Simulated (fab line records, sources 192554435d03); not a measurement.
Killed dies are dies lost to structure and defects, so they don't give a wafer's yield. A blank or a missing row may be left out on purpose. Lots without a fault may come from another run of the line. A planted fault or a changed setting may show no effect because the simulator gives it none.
fab line records | flow n5_finfet | part 1 of 2: steps 1 to 23 of 28
record lots=5 wafers=15 last_day=17
route steps=1938 shown MOL_CONTACT_COAG@582
lots that met no fault: from a run of the same line without faults
start_h: hours from the record's first day to the start of the lot's first wafer shown | wait_h: hours since the lot's step before | " the same as in the row above | L1.1+2: a row that stands for several wafers | - no value, or no start given | * or withheld: withheld | < > ~ a bound
route shown NAME@n: a module of which the file shows steps, and the number in the route of the first | usual: mean/standard deviation of fault-free wafers | same: alike in all rows | chamber/n: place in a boat | sites: the reading at each site | _std_site: their standard deviation | _edge_site: outer sites' mean less inner sites' | radius_mm: how far each site lies from the wafer's centre | mask NAME#n: copy n | behind: the tool/chamber that last shaped the wafer | hold: why the lot was held/for how many hours/how that ended | device: the transistor (n, p or np) that didn't switch | end of line: the same wafers' tests at the end of the route | a step without rows: its recipe alone | killed: dies lost to structure and defects at the first sort, not the wafer's yield | map: a wafer's dies, x killed, . not, _ none there
set.NAME: the setting as run; set.NAME@STEP: as run at that earlier step | model.NAME: the simulator's own value behind a step, which no gauge read
lots at some steps of the route; a table a step, a row a wafer
services: from which hour (start_h, from the record's first day; less than 0 if before it) a tool's chamber was out of use, for how many hours, and why
## steps
# step N5_MOL_CONTACT_COAG_STRIP_92
# recipe chemistry=N2/H2 temp_c=40 n2_flow_sccm=200 h2_flow_sccm=200 rf_frequency_hz=6e+07
# columns lot.wafer tool chamber start_h wait_h
L074.1+3+6 rie_diel-05 1,2,2 98.65 0.0
L088.4+5+6 rie_diel-03 3,1,2 187.57 0.0
L089.1+3+6 rie_diel-03 3,2,1 190.68 0.0
L094.2+3+4 rie_diel-05 0,2,1 222.37 0.0
L096.2+5+6 rie_diel-01 1,0,3 229.77 0.0
# step N5_MOL_CONTACT_COAG_STRIP_93
# recipe chemistry=N2/H2 temp_c=40 n2_flow_sccm=200 h2_flow_sccm=200 rf_frequency_hz=6e+07
# columns lot.wafer tool chamber start_h wait_h
L074.1+3+6 rie_diel-05 1,2,2 98.66 0.0
L088.4+5+6 rie_diel-03 3,1,2 187.58 0.0
L089.1+3+6 rie_diel-03 3,2,1 190.69 0.0
L094.2+3+4 rie_diel-05 0,2,1 222.38 0.0
L096.2+5+6 rie_diel-01 1,0,3 229.78 0.0
# step N5_MOL_CONTACT_COAG_ETCHBACK_135
# recipe chemistry=CHF3 target=SiO2 target_depth_a=250 time_s=16.7 ion_energy_ev=200 pressure_mtorr=30 source_w=610 bias_w=170 Ar_flow_sccm=200 CHF3_flow_sccm=50
# usual drypump_motor_current_A=5.6/0.35 oes_f_703_au=0.76/0.07 oes_product_au=0.77/0.072 rf_vpp_V=527/13 showerhead_plenum_p_Torr=2.39/0.069 throttle_valve_pct=18.68/0.28
# columns lot.wafer tool chamber start_h wait_h drypump_motor_current_A oes_f_703_au oes_product_au rf_hours_counter_h rf_vpp_V showerhead_plenum_p_Torr throttle_valve_pct
L074.1 rie_diel-05 1 98.67 0.0 5.6 0.75 0.76 158 545 2.45 18.61
L074.3 " 2 " " 5.2 0.71 0.73 188 546 2.46 19.02
L074.6 " 2 " " 5.2 0.71 0.73 - 546 2.46 19.01
L088.4 rie_diel-03 3 187.59 0.0 5.7 0.82 0.81 116 504 2.28 18.24
L088.5 " 1 " " 5.7 0.83 0.85 - 531 2.39 18.48
L088.6 " 2 " " 5.0 0.74 0.74 - 523 2.37 18.55
L089.1 rie_diel-03 3 190.70 0.0 5.7 0.83 0.81 117 504 2.28 18.24
L089.3 " 2 " " 5.0 0.73 0.74 183 523 2.37 18.55
L089.6 " 1 " " 5.7 0.83 0.84 - 533 2.39 18.48
L094.2 rie_diel-05 0 222.39 0.0 5.4 0.74 0.74 201 534 2.45 19.06
L094.3 " 2 " " 5.2 0.68 0.70 228 545 2.45 19.08
L094.4 " 1 " " 5.6 0.71 0.72 205 544 2.43 18.71
L096.2 rie_diel-01 1 229.79 0.0 5.8 0.69 0.69 221 529 2.35 18.41
L096.5 " 0 " " 5.9 0.88 0.88 - 516 2.34 18.62
L096.6 " 3 " " 5.5 0.72 0.68 - 510 2.36 19.10
# step N5_MOL_CONTACT_COAG_STRIP_118
# recipe chemistry=CHF3 resist=SiARC rf_frequency_hz=6e+07
# columns lot.wafer tool chamber start_h wait_h
L074.1+3+6 rie_diel-05 1,2,2 98.69 0.0
L088.4+5+6 rie_diel-03 3,1,2 187.61 0.0
L089.1+3+6 rie_diel-03 3,2,1 190.73 0.0
L094.2+3+4 rie_diel-05 0,2,1 222.42 0.0
L096.2+5+6 rie_diel-01 1,0,3 229.81 0.0
# step N5_MOL_CONTACT_COAG_VIA_ETCH_46
# recipe chemistry=C4F6/O2 target_depth_a=460 overetch_a=92 mask_material=SOC target=SiO2 bias_w=455 pressure_mtorr=10 time_s=40 source_w=325 Ar_flow_sccm=300 C4F6_flow_sccm=10 O2_flow_sccm=10 ion_energy_ev=575.3 ends=end_point
# usual drypump_motor_current_A=5.6/0.35 oes_f_703_au=0.76/0.069 oes_product_au=0.69/0.06 rf_vpp_V=1596/35 showerhead_plenum_p_Torr=2.85/0.081 throttle_valve_pct=40.8/0.42
# columns lot.wafer tool chamber start_h wait_h drypump_motor_current_A oes_f_703_au oes_product_au rf_hours_counter_h rf_vpp_V showerhead_plenum_p_Torr throttle_valve_pct
L074.1 rie_diel-05 1 98.70 0.0 5.6 0.75 0.67 158 1646 2.92 40.6
L074.3 " 2 " " 5.2 0.71 0.66 188 1646 2.94 41.1
L074.6 " 2 " " 5.2 0.71 0.67 - 1646 2.94 41.1
L088.4 rie_diel-03 3 187.62 0.0 5.7 0.83 0.72 116 1532 2.72 40.1
L088.5 " 1 " " 5.7 0.83 0.75 - 1611 2.86 40.5
L088.6 " 2 " " 5.0 0.74 0.66 - 1587 2.83 40.9
L089.1 rie_diel-03 3 190.74 0.0 5.7 0.82 0.71 117 1530 2.72 40.1
L089.3 " 2 " " 5.0 0.73 0.67 183 1587 2.83 40.9
L089.6 " 1 " " 5.7 0.83 0.76 - 1611 2.86 40.5
L094.2 rie_diel-05 0 222.43 0.0 5.4 0.74 0.66 201 1613 2.92 41.7
L094.3 " 2 " " 5.2 0.68 0.63 228 1644 2.92 41.2
L094.4 " 1 " " 5.7 0.72 0.66 205 1644 2.90 40.7
L096.2 rie_diel-01 1 229.82 0.0 5.8 0.69 0.63 221 1603 2.80 40.6
L096.5 " 0 " " 5.9 0.87 0.80 - 1562 2.79 41.0
L096.6 " 3 " " 5.6 0.71 0.62 - 1547 2.83 41.1
# step N5_MOL_CONTACT_COAG_STRIP_96
# recipe chemistry=N2/H2 power_w=500 temp_c=40 pressure_mtorr=50 rf_frequency_hz=6e+07 overash_fraction=0.3 bias_power_w=28 h2_frac=0.5 n2_flow_sccm=300 h2_flow_sccm=300
# usual drypump_motor_current_A=5.7/0.35 oes_product_au=0.76/0.074 rf_vpp_V=122.0/1.2 showerhead_plenum_p_Torr=3.38/0.093 throttle_valve_pct=18.9/0.41
# same overash_fraction=0.3
# columns lot.wafer tool chamber start_h wait_h drypump_motor_current_A oes_product_au rf_hours_counter_h rf_vpp_V showerhead_plenum_p_Torr throttle_valve_pct
L074.1 rie_diel-05 1 98.77 0.0 5.6 0.77 158 124.6 3.45 18.5
L074.3 " 2 " " 5.3 0.73 188 123.6 3.50 19.6
L074.6 " 2 " " 5.2 0.74 - 122.7 3.50 19.6
L088.4 rie_diel-03 3 187.69 0.0 5.7 0.79 116 122.2 3.26 18.6
L088.5 " 1 " " 5.7 0.85 - 122.7 3.41 18.9
L088.6 " 2 " " 5.0 0.75 - 122.0 3.36 18.8
L089.1 rie_diel-03 3 190.80 0.0 5.7 0.79 117 121.7 3.26 18.6
L089.3 " 2 " " 5.0 0.75 184 124.1 3.36 18.8
L089.6 " 1 " " 5.7 0.85 - 120.7 3.41 18.9
L094.2 rie_diel-05 0 222.49 0.0 5.4 0.75 201 124.3 3.47 19.7
L094.3 " 2 " " 5.2 0.70 228 122.2 3.48 19.7
L094.4 " 1 " " 5.6 0.72 205 123.5 3.43 18.6
L096.2 rie_diel-01 1 229.89 0.0 5.8 0.68 221 121.1 3.31 18.4
L096.5 " 0 " " 5.9 0.89 - 121.3 3.31 18.9
L096.6 " 3 " " 5.5 0.67 - 123.0 3.31 19.3
# step N5_MOL_CONTACT_COAG_ETCH_47
# recipe chemistry=CH3F/O2 target=SiNx target_depth_a=270 mask_material=SiO2 stop_on=W over_etch_frac=0.2 ion_energy_ev=120 endpoint=OES-CN pressure_mtorr=30 source_w=395 bias_w=73 Ar_flow_sccm=150 CH3F_flow_sccm=30 O2_flow_sccm=20 ends=end_point
# usual drypump_motor_current_A=5.6/0.35 etch_rf_on_time_s=31.3/0.66 oes_f_703_au=0.76/0.07 oes_product_au=0.68/0.064 rf_vpp_V=299/7 showerhead_plenum_p_Torr=2.01/0.06 throttle_valve_pct=16.33/0.27
# columns lot.wafer tool chamber start_h wait_h drypump_motor_current_A etch_rf_on_time_s oes_f_703_au oes_product_au rf_hours_counter_h rf_vpp_V showerhead_plenum_p_Torr throttle_valve_pct
L074.1 rie_diel-05 1 98.81 0.0 5.6 32.4 0.73 0.68 158 309 2.07 16.31
L074.3 " 2 " " 5.2 32.4 0.71 0.65 188 309 2.07 16.64
L074.6 " 2 " " 5.2 32.2 0.71 0.65 - 308 2.07 16.62
L088.4 rie_diel-03 3 187.73 0.0 5.6 30.7 0.83 0.71 116 287 1.91 15.91
L088.5 " 1 " " 5.7 30.8 0.83 0.75 - 302 2.02 16.12
L088.6 " 2 " " 5.0 31.4 0.74 0.66 - 298 1.99 16.24
L089.1 rie_diel-03 3 190.84 0.0 5.7 30.7 0.82 0.72 117 288 1.91 15.90
L089.3 " 2 " " 5.0 31.8 0.73 0.66 184 297 1.99 16.23
L089.6 " 1 " " 5.6 31.3 0.83 0.75 - 301 2.02 16.13
L094.2 rie_diel-05 0 222.53 0.0 5.4 30.5 0.74 0.66 201 302 2.06 16.68
L094.3 " 2 " " 5.2 32.1 0.68 0.62 228 306 2.06 16.70
L094.4 " 1 " " 5.6 31.9 0.70 0.65 205 308 2.05 16.40
L096.2 rie_diel-01 1 229.93 0.0 5.8 31.7 0.69 0.62 221 300 1.97 16.13
L096.5 " 0 " " 5.9 31.2 0.88 0.78 - 293 1.96 16.22
L096.6 " 3 " " 5.5 31.5 0.72 0.61 - 290 1.99 16.75
# step N5_MOL_CONTACT_COAG_STRIP_119
# recipe chemistry=N2/H2 time_s=30 power_w=1000 temp_c=250 pressure_mtorr=withheld n2_flow_sccm=1750 h2_flow_sccm=3250
# usual drypump_motor_current_A=6.2/0.33 heater_power_w=328/31
# columns lot.wafer tool chamber start_h wait_h drypump_motor_current_A heater_power_w rf_hours_counter_h
L074.1 plasma_asher-01 0 98.89 0.1 6.3 337 89
L074.3 " 1 " " 6.4 292 -
L074.6 " 1 " " 6.4 291 -
L088.4 plasma_asher-01 0 187.83 0.1 6.3 342 -
L088.5 " 0 " " 6.3 336 -
L088.6 " 1 " " 6.4 283 -
L089.1 plasma_asher-02 1 190.92 0.1 5.5 365 67
L089.3 " 1 " " 5.5 370 -
L089.6 " 0 " " 6.6 351 -
L094.2 plasma_asher-02 0 222.61 0.1 6.6 352 74
L094.3 " 1 " " 5.5 380 -
L094.4 " 0 " " 6.5 352 -
L096.2 plasma_asher-02 0 230.01 0.1 6.5 349 75
L096.5 " 0 " " 6.5 350 -
L096.6 " 1 " " 5.5 382 -
# step N5_MOL_CONTACT_COAG_PRECLEAN_144
# recipe chemistry=alkaline_clean temp_c=60 time_s=60 do_ppb=50
# columns lot.wafer tool chamber start_h wait_h
L074.1+3+6 wet_bench-05 5,7,6 98.99 0.1
L088.4+5+6 wet_bench-04 0,2,4 187.89 0.0
L089.1+3+6 wet_bench-05 5,4,6 191.01 0.1
L094.2+3+4 wet_bench-01 2,1,3 222.70 0.1
L096.2+5+6 wet_bench-01 2,3,0 230.10 0.1
# step N5_MOL_CONTACT_COAG_SRD_145
# recipe dry=ipa_marangoni time_s=30 temp_c=23 rinse_liquid=diw
# columns lot.wafer tool chamber start_h wait_h
L074.1+3+6 wet_bench-05 5,7,6 99.01 0.0
L088.4+5+6 wet_bench-04 0,2,4 187.91 0.0
L089.1+3+6 wet_bench-05 5,4,6 191.03 0.0
L094.2+3+4 wet_bench-01 2,1,3 222.72 0.0
L096.2+5+6 wet_bench-01 2,3,0 230.12 0.0
# step N5_MOL_CONTACT_COAG_CD_MEAS_137
# recipe target_cd_nm=16
# usual cd_nm=15.9/0.32
# columns lot.wafer tool chamber start_h wait_h cd_nm
L074.1 cd_sem-01 - 99.04 0.0 16.1
L074.3 " - " " 15.9
L074.6 " - " " 16.2
L088.4 cd_sem-01 - 187.96 0.0 15.7
L088.5 " - " " 15.4
L088.6 " - " " 15.8
L089.1 cd_sem-01 - 191.07 0.0 16.2
L089.3 " - " " 16.5
L089.6 " - " " 16.0
L094.2 cd_sem-02 - 222.76 0.0 15.5
L094.3 " - " " 15.2
L094.4 " - " " 15.9
L096.2 cd_sem-01 - 230.16 0.0 15.9
L096.5 " - " " 15.9
L096.6 " - " " 15.8
# step N5_MOL_CONTACT_COAG_COAT_62
# recipe resist=SOC temp_c=250 time_s=60 spin_rpm=1500 resist_thk_nm=60
# usual heater_power_total_W=500.4/1.9
# columns lot.wafer tool chamber start_h wait_h heater_power_total_W
L074.1 litho_track-01 0 99.08 0.0 503.1
L074.3 " 0 " " 503.1
L074.6 " 0 " " 497.3
L088.4 litho_track-03 0 187.99 0.0 499.3
L088.5 " 0 " " 499.9
L088.6 " 0 " " 500.8
L089.1 litho_track-05 0 191.11 0.0 498.2
L089.3 " 0 " " 501.1
L089.6 " 0 " " 499.7
L094.2 litho_track-01 0 222.80 0.0 500.1
L094.3 " 0 " " 498.5
L094.4 " 0 " " 500.9
L096.2 litho_track-05 0 230.20 0.0 499.4
L096.5 " 0 " " 500.6
L096.6 " 0 " " 502.1
# step N5_MOL_CONTACT_COAG_COAT_63
# recipe resist=SiARC temp_c=220 time_s=60 spin_rpm=1500 resist_thk_nm=10
# usual heater_power_total_W=427.4/2.3
# columns lot.wafer tool chamber start_h wait_h heater_power_total_W
L074.1 litho_track-01 0 - - 427.1
L074.3 " 0 " " 429.5
L074.6 " 0 " " 429.4
L088.4 litho_track-03 0 - - 430.0
L088.5 " 0 " " 426.7
L088.6 " 0 " " 425.5
L089.1 litho_track-05 0 - - 424.3
L089.3 " 0 " " 429.8
L089.6 " 0 " " 424.0
L094.2 litho_track-01 0 - - 430.0
L094.3 " 0 " " 426.9
L094.4 " 0 " " 429.0
L096.2 litho_track-05 0 - - 424.4
L096.5 " 0 " " 425.6
L096.6 " 0 " " 425.4
# step N5_MOL_CONTACT_COAG_COAT_64
# recipe resist=underlayer temp_c=205 time_s=60 spin_rpm=1500 resist_thk_nm=10
# usual heater_power_total_W=391.7/1.3
# columns lot.wafer tool chamber start_h wait_h heater_power_total_W
L074.1 litho_track-01 0 - - 393.8
L074.3 " 0 " " 390.5
L074.6 " 0 " " 391.9
L088.4 litho_track-03 0 - - 391.3
L088.5 " 0 " " 391.9
L088.6 " 0 " " 392.6
L089.1 litho_track-05 0 - - 391.5
L089.3 " 0 " " 390.2
L089.6 " 0 " " 390.3
L094.2 litho_track-01 0 - - 391.6
L094.3 " 0 " " 392.5
L094.4 " 0 " " 390.3
L096.2 litho_track-05 0 - - 390.8
L096.5 " 0 " " 391.1
L096.6 " 0 " " 390.2
# step N5_MOL_CONTACT_COAG_COAT_34
# recipe resist=CAR-EUV spin_rpm=1500 resist_thk_nm=40
# columns lot.wafer tool chamber start_h wait_h
L074.1+3+6 litho_track-01 0 - -
L088.4+5+6 litho_track-03 0 - -
L089.1+3+6 litho_track-05 0 - -
L094.2+3+4 litho_track-01 0 - -
L096.2+5+6 litho_track-05 0 - -
# step N5_MOL_CONTACT_COAG_EBR_36
# recipe solvent=PGMEA ebr_width_mm=1.5
# columns lot.wafer tool chamber start_h wait_h
L074.1+3+6 litho_track-01 0 - -
L088.4+5+6 litho_track-03 0 - -
L089.1+3+6 litho_track-05 0 - -
L094.2+3+4 litho_track-01 0 - -
L096.2+5+6 litho_track-05 0 - -
# step N5_MOL_CONTACT_COAG_SOFTBAKE_35
# recipe temp_c=110 time_s=60 resist=CAR-EUV
# usual heater_power_total_W=175.2/1.6
# columns lot.wafer tool chamber start_h wait_h heater_power_total_W
L074.1 litho_track-01 0 - - 176.0
L074.3 " 0 " " 173.1
L074.6 " 0 " " 175.7
L088.4 litho_track-03 0 - - 177.3
L088.5 " 0 " " 173.1
L088.6 " 0 " " 173.6
L089.1 litho_track-05 0 - - 176.2
L089.3 " 0 " " 175.1
L089.6 " 0 " " 175.9
L094.2 litho_track-01 0 - - 174.9
L094.3 " 0 " " 177.3
L094.4 " 0 " " 176.8
L096.2 litho_track-05 0 - - 175.0
L096.5 " 0 " " 173.1
L096.6 " 0 " " 174.7
# step N5_MOL_CONTACT_COAG_EXPOSE_37
# recipe mask_id=VD na=0.33 source_shape=annular sigma_inner=0.3 sigma_outer=0.7 polarization=unpolarized defocus_nm=0 dose_mj=62
# usual reticle_temp_C=23.01/0.1
# columns lot.wafer tool chamber start_h wait_h mask reticle_temp_C
L074.1 euv_scanner-01 0 99.34 - VD#0 22.99
L074.3 " 0 " " VD#0 23.12
L074.6 " 0 " " VD#0 23.11
L088.4 euv_scanner-02 0 188.28 - VD#0 22.88
L088.5 " 0 " " VD#0 22.98
L088.6 " 0 " " VD#0 23.13
L089.1 euv_scanner-01 0 191.37 - VD#0 23.07
L089.3 " 0 " " VD#0 23.10
L089.6 " 0 " " VD#0 23.20
L094.2 euv_scanner-01 0 222.94 - VD#0 22.95
L094.3 " 0 " " VD#0 22.98
L094.4 " 0 " " VD#0 22.92
L096.2 euv_scanner-01 0 230.34 - VD#0 22.91
L096.5 " 0 " " VD#0 23.08
L096.6 " 0 " " VD#0 22.99
# step N5_MOL_CONTACT_COAG_PEB_38
# recipe peb_temp_c=100 peb_time_s=60 resist=CAR-EUV
# usual heater_power_total_W=154.0/1
# columns lot.wafer tool chamber start_h wait_h heater_power_total_W
L074.1 litho_track-05 0 99.42 0.1 153.9
L074.3 " 0 " " 152.6
L074.6 " 0 " " 154.2
L088.4 litho_track-03 0 188.34 0.0 154.7
L088.5 " 0 " " 152.7
L088.6 " 0 " " 155.1
L089.1 litho_track-03 0 191.45 0.1 153.3
L089.3 " 0 " " 154.8
L089.6 " 0 " " 153.5
L094.2 litho_track-01 0 223.01 0.1 152.8
L094.3 " 0 " " 153.6
L094.4 " 0 " " 155.3
L096.2 litho_track-01 0 230.41 0.1 155.4
L096.5 " 0 " " 152.4
L096.6 " 0 " " 153.1
# step N5_MOL_CONTACT_COAG_DEVELOP_39
# recipe develop_time_s=30 developer=TMAH resist=CAR-EUV rinse_liquid=surfactant_rinse dry=air_spin dev_temp_c=23
# same develop_time_s=30
# columns lot.wafer tool chamber start_h wait_h
L074.1+3+6 litho_track-05 0 - -
L088.4+5+6 litho_track-03 0 - -
L089.1+3+6 litho_track-03 0 - -
L094.2+3+4 litho_track-01 0 - -
L096.2+5+6 litho_track-01 0 - -
# step N5_MOL_CONTACT_COAG_CD_MEAS_40
# recipe target_cd_nm=25.1 landing_energy_ev=500 detector=se_inlens polarity=opening
# usual cd_nm=25.02/0.25
# columns lot.wafer tool chamber start_h wait_h cd_nm
L074.1 cd_sem-01 0 99.49 - 25.05
L074.3 " 0 " " 25.17
L074.6 " 0 " " 25.39
L088.4 cd_sem-02 0 188.41 - 24.71
L088.5 " 0 " " 24.51
L088.6 " 0 " " 24.53
L089.1 cd_sem-01 0 191.51 - 24.91
L089.3 " 0 " " 24.68
L089.6 " 0 " " 24.71
L094.2 cd_sem-02 0 223.08 - 25.08
L094.3 " 0 " " 25.13
L094.4 " 0 " " 25.34
L096.2 cd_sem-01 0 230.48 - 25.15
L096.5 " 0 " " 24.93
L096.6 " 0 " " 25.10
# step N5_MOL_CONTACT_COAG_OVL_MEAS_41
# recipe points_per_wafer=522
# usual VD_OVL=-0.2/0.8
# columns lot.wafer tool chamber start_h wait_h VD_OVL[nm]
L074.1 overlay-02 0 99.52 0.0 0.5
L074.3 " 0 " " 0.1
L074.6 " 0 " " -0.9
L088.4 overlay-02 0 188.48 0.1 1.1
L088.5 " 0 " " -0.5
L088.6 " 0 " " -0.5
L089.1 overlay-02 0 191.54 0.0 -0.5
L089.3 " 0 " " -0.5
L089.6 " 0 " " -0.6
L094.2 overlay-02 0 223.12 0.0 -0.4
L094.3 " 0 " " -0.3
L094.4 " 0 " " -1.6
L096.2 overlay-02 0 230.52 0.0 -0.6
L096.5 " 0 " " -0.6
L096.6 " 0 " " -0.5
# step N5_MOL_CONTACT_COAG_INSPECT_42
# recipe mode=adi inspect_instrument=brightfield
# usual raw_defect_count=223/58
# columns lot.wafer tool chamber start_h wait_h raw_defect_count
L074.1 defect_inspect-02 - 99.58 0.1 186
L074.3 " - " " 193
L074.6 " - " " 212
L088.4 defect_inspect-02 - 188.52 0.0 186
L088.5 " - " " 232
L088.6 " - " " 199
L089.1 defect_inspect-02 - 191.61 0.1 222
L089.3 " - " " 223
L089.6 " - " " 244
L094.2 defect_inspect-02 - 223.17 0.0 146
L094.3 " - " " 211
L094.4 " - " " 178
L096.2 defect_inspect-02 - 230.57 0.0 256
L096.5 " - " " 220
L096.6 " - " " 196
